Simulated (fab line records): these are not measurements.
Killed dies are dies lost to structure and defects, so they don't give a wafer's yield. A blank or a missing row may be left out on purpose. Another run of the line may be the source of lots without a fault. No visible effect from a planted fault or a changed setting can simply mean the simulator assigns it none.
fab line records	flow n5Finfet
record lots=24	wafers=72	lastDay=20
route steps=1938 shown MOL_CONTACT_COAG@561
lots untouched by any fault: they come from a run of this same line in which no faults occurred
startH: hours from the record's first day to the start of the lot's first wafer shown	waitH: how many hours have passed since the lot's step before this one	" repeats the value in the row above	L1.1+2: a row that stands for several wafers	- value missing, or start not given	* or withheld: withheld	< > ~ a bound
route shown NAME@n: names a module that has steps shown in the file, with the first one's number in the route	usual: mean/standard deviation of fault-free wafers	same: alike in all rows	chamber/n: place in a boat	sites: the reading at each site	_std_site: standard deviation across them	_edge_site: mean of outer sites minus mean of inner sites	radiusMm: for every site, how far away it sits from the centre of the wafer	mask NAME#n: copy n	behind: tool/chamber where the wafer was last shaped	hold: why the lot went on hold/how many hours it stayed there/how the hold came to an end	device: the transistor (n, p or np) that didn't switch	end of line: at the end of the route, the tests of the same wafers	a step with no rows: only its recipe	killed: count of dies lost to structure and defects at first sort (not the wafer's yield)	map: a wafer's dies, marking killed ones x, the rest . and places with no die _
set.NAME: setting as actually run; set.NAME@STEP: the setting as run at that earlier step	model.NAME: the simulator's own value behind a step, which no gauge read
route steps across a sampled set of lots; one table per step, one row per wafer
services: the hour from which a tool's chamber was out of use, counted from the record's first day as startH (under 0 if before that day), plus the number of hours and why
## steps
# step N5_MOL_CONTACT_COAG_THK_MEAS_29
# recipe reads=SiNx_of_GATE_CUT_PECVD_57+SiNx_of_GATE_CUT_SAC_CAP_01
# usual MD_CAP_THK=17.86/0.075
lot.wafer	tool	chamber	startH	waitH	MD_CAP_THK[nm]
L074.1	filmMetro-01	-	97.25	-	17.86
L074.3	"	-	"	"	17.91
L074.5	"	-	"	"	17.86
L075.1	filmMetro-01	-	107.92	-	17.78
L075.5	"	-	"	"	17.78
L075.6	"	-	"	"	17.86
L076.1	filmMetro-01	-	110.29	-	17.95
L076.3	"	-	"	"	17.95
L076.4	"	-	"	"	17.93
L077.2	filmMetro-02	-	114.04	-	17.94
L077.5	"	-	"	"	17.96
L077.6	"	-	"	"	17.86
L078.2	filmMetro-01	-	120.32	-	17.71
L078.3	"	-	"	"	17.91
L078.6	"	-	"	"	17.84
L079.1	filmMetro-01	-	126.35	-	17.81
L079.5	"	-	"	"	17.96
L079.6	"	-	"	"	17.88
L081.4	filmMetro-02	-	148.29	-	17.85
L081.5	"	-	"	"	17.84
L081.6	"	-	"	"	17.83
L080.1	filmMetro-02	-	153.41	-	18.07
L080.4	"	-	"	"	17.95
L080.6	"	-	"	"	17.90
L082.2	filmMetro-02	-	153.61	-	17.87
L082.3	"	-	"	"	17.85
L082.6	"	-	"	"	17.83
L083.1	filmMetro-01	-	157.47	-	17.87
L083.4	"	-	"	"	17.86
L083.5	"	-	"	"	17.76
L084.1	filmMetro-01	-	161.66	-	17.89
L084.3	"	-	"	"	17.98
L084.5	"	-	"	"	17.85
L085.4	filmMetro-02	-	166.56	-	17.81
L085.5	"	-	"	"	17.81
L085.6	"	-	"	"	17.81
L086.3	filmMetro-01	-	170.00	-	17.82
L086.4	"	-	"	"	17.75
L086.5	"	-	"	"	17.73
L087.2	filmMetro-01	-	174.72	-	17.84
L087.4	"	-	"	"	17.82
L087.6	"	-	"	"	17.73
L088.3	filmMetro-01	-	181.19	-	17.72
L088.5	"	-	"	"	17.87
L088.6	"	-	"	"	17.83
L089.2	filmMetro-01	-	185.58	-	17.90
L089.3	"	-	"	"	17.96
L089.5	"	-	"	"	17.83
L090.1	filmMetro-01	-	193.89	-	17.78
L090.4	"	-	"	"	17.81
L090.6	"	-	"	"	17.88
L091.1	filmMetro-02	-	203.06	-	17.89
L091.2	"	-	"	"	17.72
L091.6	"	-	"	"	17.89
L092.3	filmMetro-02	-	205.60	-	17.80
L092.5	"	-	"	"	17.82
L092.6	"	-	"	"	17.71
L093.1	filmMetro-01	-	210.64	-	17.93
L093.2	"	-	"	"	17.89
L093.4	"	-	"	"	17.99
L095.2	filmMetro-02	-	221.65	-	17.81
L095.5	"	-	"	"	17.83
L095.6	"	-	"	"	17.75
L094.2	filmMetro-02	-	222.09	-	17.99
L094.3	"	-	"	"	17.81
L094.6	"	-	"	"	17.88
L096.1	filmMetro-02	-	230.13	-	17.85
L096.2	"	-	"	"	17.91
L096.4	"	-	"	"	17.88
L097.2	filmMetro-01	-	235.27	-	17.77
L097.3	"	-	"	"	17.81
L097.5	"	-	"	"	17.92
# step N5_MOL_CONTACT_COAG_ETCHBACK_135
# recipe chemistry=CHF3	target=SiO2	targetDepthA=250	timeS=16.7	ionEnergyEv=200	pressureMtorr=30	sourceW=610	biasW=170	Ar_flow_sccm=200	CHF3_flow_sccm=50
# usual CHF3_flow_sccm=50.01/0.14	drypumpMotorCurrentA=5.8/0.47	oesProductAu=0.77/0.088	rfVppV=523/5.5	showerheadPlenumPTorr=2.36/0.069	throttleValvePct=18.80/0.2
lot.wafer	tool	chamber	startH	waitH	CHF3_flow_sccm	drypumpMotorCurrentA	oesProductAu	rfHoursCounterH	rfVppV	showerheadPlenumPTorr	throttleValvePct
L074.1	rieDiel-01	2	99.19	0.0	49.98	5.2	0.89	34	516	2.42	18.80
L074.3	"	1	"	"	49.80	6.5	0.68	235	519	2.35	18.74
L074.5	"	2	"	"	49.89	5.2	0.89	-	517	2.42	18.82
L075.1	rieDiel-01	3	109.74	0.0	50.01	5.8	0.74	173	529	2.36	18.82
L075.5	"	3	"	"	50.02	5.8	0.74	-	529	2.36	18.81
L075.6	"	2	"	"	49.89	5.2	0.89	-	516	2.42	18.84
L076.1	rieDiel-03	2	111.85	0.0	50.05	6.5	0.71	213	532	2.45	18.83
L076.3	"	1	"	"	50.17	4.9	0.91	40	520	2.51	18.67
L076.4	"	3	"	"	49.79	6.2	0.75	166	521	2.37	18.48
L077.2	rieDiel-01	3	115.48	0.0	50.06	5.8	0.74	174	529	2.36	18.81
L077.5	"	3	"	"	49.85	5.7	0.74	-	528	2.36	18.81
L077.6	"	0	"	"	49.91	6.0	0.97	-	515	2.34	18.51
L078.2	rieDiel-01	3	124.81	0.0	50.09	5.8	0.72	179	529	2.36	18.82
L078.3	"	2	"	"	49.95	5.2	0.87	44	516	2.42	18.85
L078.6	"	3	"	"	50.01	5.8	0.73	-	531	2.36	18.81
L079.1	rieDiel-01	2	128.66	0.0	50.05	5.2	0.87	46	516	2.42	18.84
L079.5	"	2	"	"	49.97	5.2	0.87	-	515	2.42	18.84
L079.6	"	1	"	"	50.06	6.5	0.68	-	518	2.35	18.75
L081.4	rieDiel-04	1	150.05	0.0	50.04	6.2	0.80	99	527	2.40	19.06
L081.5	"	0	"	"	50.20	5.8	0.71	-	529	2.27	18.92
L081.6	"	3	"	"	50.01	6.0	0.71	-	520	2.46	18.60
L080.1	rieDiel-04	1	155.53	0.0	50.02	6.2	0.80	101	526	2.40	19.06
L080.4	"	2	"	"	50.06	5.3	0.68	209	523	2.26	19.00
L080.6	"	0	"	"	49.94	5.8	0.71	-	526	2.27	18.94
L082.2	rieDiel-04	2	155.86	0.0	50.12	5.3	0.68	209	523	2.26	19.00
L082.3	"	3	"	"	50.01	6.0	0.71	201	521	2.46	18.58
L082.6	"	1	"	"	50.23	6.2	0.79	-	526	2.40	19.07
L083.1	rieDiel-04	2	158.91	0.0	50.11	5.3	0.68	211	524	2.26	18.98
L083.4	"	1	"	"	50.04	6.2	0.79	103	527	2.40	19.06
L083.5	"	0	"	"	49.97	5.7	0.70	-	529	2.27	18.93
L084.1	rieDiel-01	3	163.22	0.0	49.85	5.8	0.72	193	529	2.35	18.84
L084.3	"	2	"	"	49.96	5.2	0.85	58	517	2.41	18.86
L084.5	"	0	"	"	50.07	6.0	0.89	-	514	2.33	18.54
L085.4	rieDiel-01	1	168.00	0.0	50.06	6.5	0.98	4	517	2.34	18.35
L085.5	"	0	"	"	49.85	6.0	0.89	-	514	2.33	18.56
L085.6	"	3	"	"	50.18	5.8	0.72	-	530	2.35	18.85
L086.3	rieDiel-04	1	171.93	0.0	49.80	6.2	0.80	108	526	2.40	19.07
L086.4	"	2	"	"	50.09	5.3	0.68	216	525	2.26	18.98
L086.5	"	0	"	"	50.00	5.7	0.71	-	527	2.27	18.95
L087.2	rieDiel-01	3	176.38	0.0	50.01	5.8	0.72	196	531	2.35	18.84
L087.4	"	1	"	"	50.08	6.5	0.96	7	517	2.34	18.36
L087.6	"	3	"	"	50.22	5.8	0.72	-	529	2.35	18.84
L088.3	rieDiel-04	1	183.31	0.0	50.12	6.2	0.79	111	527	2.40	19.09
L088.5	"	0	"	"	50.12	5.8	0.71	-	526	2.26	18.96
L088.6	"	3	"	"	50.10	6.0	0.71	-	521	2.46	18.62
L089.2	rieDiel-01	2	187.15	0.0	50.20	5.2	0.86	65	516	2.41	18.86
L089.3	"	1	"	"	50.01	6.5	0.96	10	517	2.34	18.36
L089.5	"	1	"	"	50.03	6.5	0.96	-	517	2.34	18.35
L090.1	rieDiel-04	2	195.33	0.0	50.24	5.3	0.68	223	522	2.26	19.02
L090.4	"	1	"	"	50.18	6.2	0.79	114	527	2.40	19.07
L090.6	"	2	"	"	50.16	5.3	0.69	-	522	2.26	19.01
L091.1	rieDiel-03	3	204.50	0.0	49.98	6.3	0.74	190	522	2.36	18.50
L091.2	"	1	"	"	50.04	4.9	0.86	64	520	2.50	18.72
L091.6	"	2	"	"	49.88	6.5	0.69	-	532	2.44	18.86
L092.3	rieDiel-04	2	207.28	0.0	50.00	5.3	0.67	227	523	2.26	19.01
L092.5	"	1	"	"	50.31	6.2	0.78	-	526	2.40	19.09
L092.6	"	2	"	"	49.83	5.3	0.68	-	522	2.26	19.01
L093.1	rieDiel-04	2	212.24	0.0	50.00	5.3	0.68	228	525	2.26	19.01
L093.2	"	0	"	"	49.93	5.8	0.70	220	527	2.26	18.97
L093.4	"	2	"	"	50.00	5.3	0.68	-	525	2.26	19.01
L095.2	rieDiel-03	3	224.16	0.0	50.16	6.2	0.71	196	522	2.36	18.52
L095.5	"	1	"	"	50.10	4.9	0.84	-	518	2.50	18.73
L095.6	"	2	"	"	50.00	6.5	0.68	-	531	2.44	18.88
L094.2	rieDiel-04	0	224.32	0.0	49.81	5.8	0.70	223	528	2.26	18.97
L094.3	"	1	"	"	49.99	6.2	0.78	122	528	2.40	19.11
L094.6	"	0	"	"	49.80	5.8	0.70	-	527	2.26	18.99
L096.1	rieDiel-03	1	231.73	0.0	50.01	4.9	0.84	73	520	2.50	18.72
L096.2	"	3	"	"	50.05	6.3	0.72	199	522	2.36	18.54
L096.4	"	2	"	"	49.86	6.5	0.68	245	530	2.44	18.87
L097.2	rieDiel-01	0	237.20	0.0	50.29	6.0	0.84	42	513	2.33	18.61
L097.3	"	3	"	"	50.07	5.8	0.72	217	528	2.34	18.89
L097.5	"	3	"	"	49.59	5.8	0.71	-	532	2.34	18.88
# step N5_MOL_CONTACT_COAG_STRIP_119
# recipe chemistry=N2/H2	timeS=30	powerW=1000	tempC=250	pressureMtorr=withheld	n2FlowSccm=1750	h2FlowSccm=3250
# usual drypumpMotorCurrentA=5.7/0.5	heaterPowerW=323/43
lot.wafer	tool	chamber	startH	waitH	drypumpMotorCurrentA	heaterPowerW	rfHoursCounterH
L074.1	plasmaAsher-01	1	99.41	0.1	4.9	334	31
L074.3	"	0	"	"	6.1	270	-
L074.5	"	0	"	"	6.1	269	-
L075.1	plasmaAsher-01	1	109.96	0.1	4.9	331	33
L075.5	"	0	"	"	6.1	272	-
L075.6	"	1	"	"	4.9	341	-
L076.1	plasmaAsher-01	0	112.07	0.1	6.1	268	33
L076.3	"	1	"	"	4.9	339	-
L076.4	"	0	"	"	6.1	267	-
L077.2	plasmaAsher-02	0	115.70	0.1	6.0	389	104
L077.5	"	1	"	"	5.8	303	-
L077.6	"	0	"	"	6.0	393	-
L078.2	plasmaAsher-01	1	125.03	0.1	4.9	341	33
L078.3	"	1	"	"	4.9	334	-
L078.6	"	0	"	"	6.1	266	-
L079.1	plasmaAsher-02	0	128.88	0.1	6.0	394	106
L079.5	"	0	"	"	6.0	382	-
L079.6	"	1	"	"	5.8	304	-
L081.4	plasmaAsher-01	1	150.29	0.1	4.9	343	-
L081.5	"	1	"	"	4.9	343	-
L081.6	"	0	"	"	6.1	273	-
L080.1	plasmaAsher-01	1	155.81	0.1	4.9	335	40
L080.4	"	0	"	"	6.1	270	-
L080.6	"	1	"	"	4.9	338	-
L082.2	plasmaAsher-01	1	156.08	0.1	4.9	346	40
L082.3	"	0	"	"	6.1	272	-
L082.6	"	1	"	"	4.9	352	-
L083.1	plasmaAsher-01	0	159.13	0.1	6.1	268	41
L083.4	"	1	"	"	4.9	345	-
L083.5	"	0	"	"	6.1	261	-
L084.1	plasmaAsher-02	0	163.44	0.1	6.0	386	114
L084.3	"	1	"	"	5.8	310	-
L084.5	"	0	"	"	6.0	386	-
L085.4	plasmaAsher-01	0	168.24	0.1	6.1	266	-
L085.5	"	0	"	"	6.1	270	-
L085.6	"	1	"	"	4.9	346	-
L086.3	plasmaAsher-01	0	172.17	0.1	6.1	277	-
L086.4	"	1	"	"	4.9	345	-
L086.5	"	1	"	"	4.9	343	-
L087.2	plasmaAsher-02	0	176.60	0.1	6.0	406	118
L087.4	"	1	"	"	5.8	316	-
L087.6	"	0	"	"	6.0	394	-
L088.3	plasmaAsher-01	1	183.55	0.1	4.9	353	-
L088.5	"	1	"	"	4.9	351	-
L088.6	"	0	"	"	6.1	271	-
L089.2	plasmaAsher-02	0	187.38	0.1	6.0	406	119
L089.3	"	1	"	"	5.8	300	-
L089.5	"	1	"	"	5.8	304	-
L090.1	plasmaAsher-01	0	195.55	0.1	6.1	274	48
L090.4	"	0	"	"	6.1	270	-
L090.6	"	0	"	"	6.1	271	-
L091.1	plasmaAsher-01	1	204.72	0.1	4.9	343	50
L091.2	"	0	"	"	6.1	276	50
L091.6	"	1	"	"	4.9	339	-
L092.3	plasmaAsher-02	0	207.52	0.1	6.0	396	-
L092.5	"	0	"	"	6.0	393	-
L092.6	"	1	"	"	5.8	312	-
L093.1	plasmaAsher-02	1	212.46	0.1	5.8	310	124
L093.2	"	0	"	"	6.0	374	124
L093.4	"	0	"	"	6.0	384	-
L095.2	plasmaAsher-01	1	224.39	0.1	4.9	330	53
L095.5	"	1	"	"	4.9	340	-
L095.6	"	0	"	"	6.1	269	-
L094.2	plasmaAsher-02	0	224.54	0.1	6.1	390	125
L094.3	"	0	"	"	6.0	394	-
L094.6	"	0	"	"	6.0	389	-
L096.1	plasmaAsher-01	1	231.95	0.1	4.9	342	54
L096.2	"	0	"	"	6.1	267	54
L096.4	"	1	"	"	4.9	347	-
L097.2	plasmaAsher-02	1	237.42	0.1	5.8	315	128
L097.3	"	1	"	"	5.8	307	-
L097.5	"	0	"	"	6.0	398	-
# step N5_MOL_CONTACT_COAG_CD_MEAS_137
# recipe targetCdNm=16
# usual cdNm=15.86/0.29
lot.wafer	tool	chamber	startH	waitH	cdNm
L074.1	cdSem-01	-	99.56	0.0	16.06
L074.3	"	-	"	"	15.71
L074.5	"	-	"	"	15.93
L075.1	cdSem-02	-	110.10	0.0	15.91
L075.5	"	-	"	"	15.99
L075.6	"	-	"	"	16.03
L076.1	cdSem-01	-	112.22	0.0	15.26
L076.3	"	-	"	"	15.87
L076.4	"	-	"	"	15.82
L077.2	cdSem-01	-	115.85	0.0	16.13
L077.5	"	-	"	"	15.74
L077.6	"	-	"	"	15.71
L078.2	cdSem-01	-	125.18	0.0	15.63
L078.3	"	-	"	"	15.84
L078.6	"	-	"	"	15.98
L079.1	cdSem-01	-	129.03	0.0	15.85
L079.5	"	-	"	"	15.76
L079.6	"	-	"	"	15.60
L081.4	cdSem-03	-	150.42	0.0	15.98
L081.5	"	-	"	"	16.53
L081.6	"	-	"	"	16.24
L080.1	cdSem-02	-	155.96	0.0	16.31
L080.4	"	-	"	"	15.45
L080.6	"	-	"	"	16.04
L082.2	cdSem-03	-	156.23	0.0	15.66
L082.3	"	-	"	"	15.84
L082.6	"	-	"	"	15.83
L083.1	cdSem-01	-	159.28	0.0	15.63
L083.4	"	-	"	"	16.33
L083.5	"	-	"	"	15.77
L084.1	cdSem-03	-	163.59	0.0	15.42
L084.3	"	-	"	"	15.32
L084.5	"	-	"	"	16.10
L085.4	cdSem-01	-	168.37	0.0	15.48
L085.5	"	-	"	"	15.57
L085.6	"	-	"	"	15.42
L086.3	cdSem-02	-	172.30	0.0	15.66
L086.4	"	-	"	"	15.62
L086.5	"	-	"	"	15.89
L087.2	cdSem-02	-	176.75	0.0	15.99
L087.4	"	-	"	"	16.16
L087.6	"	-	"	"	16.14
L088.3	cdSem-03	-	183.68	0.0	16.32
L088.5	"	-	"	"	16.14
L088.6	"	-	"	"	15.89
L089.2	cdSem-02	-	187.52	0.0	15.73
L089.3	"	-	"	"	16.32
L089.5	"	-	"	"	15.75
L090.1	cdSem-02	-	195.70	0.0	15.35
L090.4	"	-	"	"	15.82
L090.6	"	-	"	"	15.39
L091.1	cdSem-03	-	204.90	0.0	15.66
L091.2	"	-	"	"	16.19
L091.6	"	-	"	"	15.96
L092.3	cdSem-03	-	207.68	0.0	15.18
L092.5	"	-	"	"	16.26
L092.6	"	-	"	"	15.60
L093.1	cdSem-01	-	212.60	0.0	15.31
L093.2	"	-	"	"	16.22
L093.4	"	-	"	"	15.72
L095.2	cdSem-03	-	224.53	0.0	15.80
L095.5	"	-	"	"	16.36
L095.6	"	-	"	"	15.66
L094.2	cdSem-01	-	224.69	0.0	16.11
L094.3	"	-	"	"	15.94
L094.6	"	-	"	"	15.94
L096.1	cdSem-02	-	232.09	0.0	16.07
L096.2	"	-	"	"	15.75
L096.4	"	-	"	"	15.43
L097.2	cdSem-01	-	237.57	0.0	15.81
L097.3	"	-	"	"	15.53
L097.5	"	-	"	"	15.39
# step N5_MOL_CONTACT_COAG_OVL_MEAS_41
# recipe pointsPerWafer=522
# usual VD_OVL=-0.1/0.63
lot.wafer	tool	chamber	startH	waitH	VD_OVL[nm]
L074.1	overlay-01	0	100.03	0.0	-1.0
L074.3	"	0	"	"	-0.3
L074.5	"	0	"	"	-0.1
L075.1	overlay-01	0	110.51	0.0	-0.4
L075.5	"	0	"	"	-0.7
L075.6	"	0	"	"	-0.5
L076.1	overlay-01	0	112.57	0.0	-0.1
L076.3	"	0	"	"	0.4
L076.4	"	0	"	"	0.6
L077.2	overlay-01	0	116.20	0.0	0.4
L077.5	"	0	"	"	-0.6
L077.6	"	0	"	"	-0.7
L078.2	overlay-01	0	125.53	0.0	0.1
L078.3	"	0	"	"	0.8
L078.6	"	0	"	"	0.2
L079.1	overlay-01	0	129.38	0.0	-0.4
L079.5	"	0	"	"	-0.8
L079.6	"	0	"	"	0.2
L081.4	overlay-02	0	150.91	0.0	-1.3
L081.5	"	0	"	"	-0.1
L081.6	"	0	"	"	-1.0
L080.1	overlay-01	0	156.31	0.0	0.4
L080.4	"	0	"	"	-0.8
L080.6	"	0	"	"	-0.5
L082.2	overlay-02	0	156.70	0.0	-0.2
L082.3	"	0	"	"	0.6
L082.6	"	0	"	"	-0.1
L083.1	overlay-02	0	159.75	0.0	0.3
L083.4	"	0	"	"	-0.6
L083.5	"	0	"	"	0.5
L084.1	overlay-01	0	164.06	0.0	-0.5
L084.3	"	0	"	"	-0.5
L084.5	"	0	"	"	-0.4
L085.4	overlay-02	0	168.73	0.0	-0.8
L085.5	"	0	"	"	-0.7
L085.6	"	0	"	"	0.5
L086.3	overlay-02	0	172.78	0.0	-0.4
L086.4	"	0	"	"	-0.5
L086.5	"	0	"	"	-0.2
L087.2	overlay-02	0	177.10	0.0	-0.6
L087.4	"	0	"	"	-0.3
L087.6	"	0	"	"	0.2
L088.3	overlay-01	0	184.17	0.0	-0.7
L088.5	"	0	"	"	0.3
L088.6	"	0	"	"	-0.4
L089.2	overlay-02	0	187.88	0.0	0.0
L089.3	"	0	"	"	0.2
L089.5	"	0	"	"	0.4
L090.1	overlay-02	0	196.17	0.0	-0.3
L090.4	"	0	"	"	0.1
L090.6	"	0	"	"	-0.2
L091.1	overlay-01	0	205.37	0.0	0.7
L091.2	"	0	"	"	0.8
L091.6	"	0	"	"	0.8
L092.3	overlay-01	0	208.04	0.0	-0.3
L092.5	"	0	"	"	0.3
L092.6	"	0	"	"	-0.2
L093.1	overlay-01	0	213.08	0.0	0.2
L093.2	"	0	"	"	0.2
L093.4	"	0	"	"	0.8
L095.2	overlay-02	0	225.01	0.0	-0.5
L095.5	"	0	"	"	-1.2
L095.6	"	0	"	"	-1.0
L094.2	overlay-02	0	225.19	0.0	-1.0
L094.3	"	0	"	"	0.9
L094.6	"	0	"	"	0.0
L096.1	overlay-02	0	232.44	0.0	0.7
L096.2	"	0	"	"	-0.5
L096.4	"	0	"	"	-0.2
L097.2	overlay-02	0	238.05	0.0	-0.5
L097.3	"	0	"	"	-0.4
L097.5	"	0	"	"	-0.3
# step N5_MOL_CONTACT_COAG_ETCH_66
# recipe chemistry=CF4	target=SiARC	targetDepthA=130	maskMaterial=CAR-EUV	timeS=21.7	ionEnergyEv=80	pressureMtorr=40	sourceW=545	biasW=36	Ar_flow_sccm=100	cf4FlowSccm=100	ends=cleared
# usual drypumpMotorCurrentA=5.8/0.55	etchRfOnTimeS=21.8/0.37	oesProductAu=0.64/0.062	rfVppV=184.2/1.1	showerheadPlenumPTorr=2.15/0.068	throttleValvePct=15.67/0.2
lot.wafer	tool	chamber	startH	waitH	drypumpMotorCurrentA	etchRfOnTimeS	oesProductAu	rfHoursCounterH	rfVppV	showerheadPlenumPTorr	throttleValvePct
L074.1	rieDiel-04	1	100.18	0.0	6.2	21.4	0.70	84	183.7	2.17	15.87
L074.3	"	0	"	"	5.7	21.3	0.62	186	182.9	2.05	15.82
L074.5	"	3	"	"	6.0	21.5	0.63	-	184.2	2.22	15.51
L075.1	rieDiel-04	2	110.66	0.0	5.3	22.4	0.59	197	183.0	2.04	15.89
L075.5	"	2	"	"	5.3	22.5	0.59	-	181.3	2.04	15.90
L075.6	"	1	"	"	6.2	21.6	0.69	-	183.8	2.17	15.86
L076.1	rieDiel-03	2	112.72	0.0	6.5	21.5	0.61	214	184.9	2.20	15.78
L076.3	"	3	"	"	6.3	22.0	0.63	166	184.8	2.14	15.43
L076.4	"	0	"	"	5.2	21.9	0.63	164	184.1	2.14	15.33
L077.2	rieDiel-04	1	116.42	0.0	6.2	21.7	0.69	89	184.3	2.17	15.87
L077.5	"	3	"	"	6.0	21.7	0.62	-	184.7	2.22	15.51
L077.6	"	2	"	"	5.3	22.4	0.59	-	183.2	2.04	15.89
L078.2	rieDiel-04	3	126.76	0.0	6.0	21.8	0.61	193	183.4	2.22	15.52
L078.3	"	0	"	"	5.7	21.8	0.61	194	184.5	2.04	15.82
L078.6	"	0	"	"	5.8	21.7	0.60	-	183.3	2.04	15.83
L079.1	rieDiel-01	3	130.32	0.0	5.7	21.3	0.62	181	182.2	2.13	15.77
L079.5	"	2	"	"	5.2	21.5	0.76	-	186.6	2.18	15.69
L079.6	"	1	"	"	6.5	21.9	0.57	-	183.0	2.12	15.72
L081.4	rieDiel-03	1	151.16	0.0	4.9	21.1	0.76	47	185.9	2.26	15.60
L081.5	"	1	"	"	4.9	21.1	0.76	-	185.7	2.26	15.60
L081.6	"	2	"	"	6.5	21.5	0.60	-	185.4	2.20	15.79
L080.1	rieDiel-03	3	156.46	0.0	6.3	22.1	0.62	175	185.5	2.13	15.46
L080.4	"	2	"	"	6.5	21.9	0.60	223	184.7	2.20	15.79
L080.6	"	3	"	"	6.3	22.0	0.63	-	182.9	2.13	15.45
L082.2	rieDiel-03	0	157.13	0.0	5.2	22.3	0.62	173	183.9	2.14	15.35
L082.3	"	3	"	"	6.2	22.2	0.63	175	182.8	2.13	15.46
L082.6	"	3	"	"	6.2	22.2	0.63	-	184.3	2.13	15.45
L083.1	rieDiel-03	1	159.90	0.0	4.9	21.2	0.75	51	186.4	2.26	15.60
L083.4	"	2	"	"	6.5	21.9	0.60	224	185.4	2.20	15.79
L083.5	"	3	"	"	6.2	22.0	0.63	-	184.3	2.13	15.46
L084.1	rieDiel-01	3	164.21	0.0	5.7	21.6	0.62	193	184.5	2.12	15.80
L084.3	"	0	"	"	6.0	21.7	0.77	20	183.7	2.10	15.37
L084.5	"	3	"	"	5.8	21.8	0.61	-	184.0	2.12	15.80
L085.4	rieDiel-03	3	169.15	0.0	6.2	22.2	0.62	180	183.6	2.13	15.45
L085.5	"	0	"	"	5.2	22.0	0.62	-	182.3	2.14	15.35
L085.6	"	3	"	"	6.2	22.1	0.63	-	185.2	2.13	15.46
L086.3	rieDiel-04	1	173.38	0.0	6.2	21.5	0.67	108	185.3	2.16	15.93
L086.4	"	2	"	"	5.3	22.5	0.59	217	184.1	2.04	15.92
L086.5	"	2	"	"	5.3	22.6	0.58	-	182.1	2.04	15.92
L087.2	rieDiel-04	0	177.24	0.0	5.8	21.6	0.60	209	182.6	2.04	15.86
L087.4	"	1	"	"	6.2	21.4	0.68	109	184.3	2.16	15.92
L087.6	"	0	"	"	5.7	21.4	0.61	-	182.2	2.04	15.85
L088.3	rieDiel-04	1	184.30	0.0	6.2	21.8	0.67	111	183.7	2.16	15.91
L088.5	"	0	"	"	5.8	21.7	0.60	-	182.6	2.04	15.86
L088.6	"	1	"	"	6.2	21.7	0.68	-	183.6	2.16	15.92
L089.2	rieDiel-04	3	188.02	0.0	6.0	21.9	0.61	213	183.8	2.21	15.55
L089.3	"	0	"	"	5.8	21.7	0.60	212	182.1	2.04	15.85
L089.5	"	1	"	"	6.2	21.5	0.67	-	183.5	2.16	15.93
L090.1	rieDiel-03	3	196.32	0.0	6.3	22.1	0.62	188	183.4	2.13	15.48
L090.4	"	1	"	"	4.8	21.1	0.74	62	186.7	2.26	15.62
L090.6	"	2	"	"	6.5	21.8	0.60	-	185.1	2.20	15.81
L091.1	rieDiel-01	3	205.52	0.0	5.8	21.5	0.61	206	185.6	2.12	15.82
L091.2	"	0	"	"	6.0	21.5	0.75	31	183.8	2.09	15.40
L091.6	"	3	"	"	5.8	21.6	0.61	-	184.3	2.12	15.83
L092.3	rieDiel-03	1	208.18	0.0	4.9	21.0	0.74	65	185.4	2.26	15.63
L092.5	"	2	"	"	6.5	21.7	0.60	-	185.0	2.20	15.82
L092.6	"	3	"	"	6.3	22.0	0.62	-	183.8	2.13	15.47
L093.1	rieDiel-03	3	213.22	0.0	6.3	22.1	0.61	194	185.5	2.13	15.50
L093.2	"	1	"	"	4.9	21.1	0.73	67	185.8	2.26	15.62
L093.4	"	0	"	"	5.2	22.0	0.60	191	184.7	2.14	15.38
L095.2	rieDiel-03	0	225.15	0.0	5.2	22.0	0.61	194	183.0	2.13	15.36
L095.5	"	2	"	"	6.5	21.7	0.59	-	184.9	2.19	15.84
L095.6	"	3	"	"	6.2	22.0	0.62	-	182.6	2.13	15.50
L094.2	rieDiel-03	2	225.33	0.0	6.5	21.9	0.58	242	184.5	2.19	15.82
L094.3	"	0	"	"	5.2	22.2	0.60	195	184.6	2.13	15.39
L094.6	"	1	"	"	4.9	21.4	0.73	-	184.1	2.25	15.65
L096.1	rieDiel-04	1	232.60	0.0	6.2	21.6	0.66	125	184.3	2.15	15.95
L096.2	"	0	"	"	5.8	21.6	0.59	227	182.4	2.03	15.91
L096.4	"	3	"	"	6.0	22.0	0.59	221	184.3	2.21	15.58
L097.2	rieDiel-01	2	238.19	0.0	5.2	21.8	0.71	81	184.1	2.17	15.76
L097.3	"	0	"	"	6.0	21.7	0.74	43	183.8	2.09	15.43
L097.5	"	2	"	"	5.2	21.8	0.71	-	184.2	2.17	15.77
## services
tool	chamber	startH	hours	kind
rieDiel-01	0	86.31	-	clean
rieDiel-01	0	86.31	-	consumableReplace:focusRing
rieDiel-01	0	86.31	26.0	scheduledDown
rieDiel-01	0	86.31	26.0	ventCycle
rieDiel-03	3	94.86	2.8	repair
plasmaAsher-01	-	96.51	2.6	repair
rieDiel-04	-	116.95	2.8	pm
rieDiel-01	1	135.93	-	clean
rieDiel-01	1	135.93	-	consumableReplace:focusRing
rieDiel-01	1	135.93	17.1	scheduledDown
rieDiel-01	1	135.93	17.1	ventCycle
rieDiel-04	3	203.78	9.4	repair
rieDiel-04	3	215.41	11.3	repair
rieDiel-01	1	219.97	25.1	repair
## key
fault none
